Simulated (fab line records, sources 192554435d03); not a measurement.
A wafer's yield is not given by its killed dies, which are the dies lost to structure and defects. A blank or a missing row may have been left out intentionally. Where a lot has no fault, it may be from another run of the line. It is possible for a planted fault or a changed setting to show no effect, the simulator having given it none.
Chamber matching	flow n5 finfet	4 sister chambers for N5_BEOL_M14_STRIP_37 on rie diel-06
The step strips in O2. 4 wafers are shown with their chamber, then 10 later ones without.

WAFERS WITH THEIR CHAMBER
wafer	chamber	drypump motor current A (A)
L085.1	3	6.7
L085.5	0	5.2
L089.2	2	5.4
L089.3	1	4.8

WAFERS WHOSE CHAMBER IS MISSING
wafer	drypump motor current A (A)
L089.6	5.1
L093.1	5.4
L093.3	4.8
L093.5	4.8
L095.2	6.7
L095.3	4.8
L095.5	4.8
L094.1	6.7
L094.2	5.3
L094.5	4.8

CHAMBER TAKEN BY EACH
wafer	from the rows above	in truth
L089.6	0	0
L093.1	2	2
L093.3	1	1
L093.5	1	1
L095.2	3	3
L095.3	1	1
L095.5	1	1
L094.1	3	3
L094.2	can't be placed: 0 or 2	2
L094.5	1	1
Placed correctly: 9 of 10. These rows do not allow placing 1 (true chamber among the candidates in 1). Placed wrongly: 0.
How it was worked out, from the rows above alone: a wafer's distance from a chamber is the root of the sum, over the readings, of the square of ((its reading less the chamber's mean) divided by the reading's scatter). If the next closest chamber is less than 2 further off than the closest, the wafer can't be placed; otherwise it belongs to the closest. For every chamber, the mean is computed from those of its wafers that are shown. The scatter: with one shown wafer a chamber, the root of the mean of the squares of how far each hidden wafer lies from its nearest shown one.
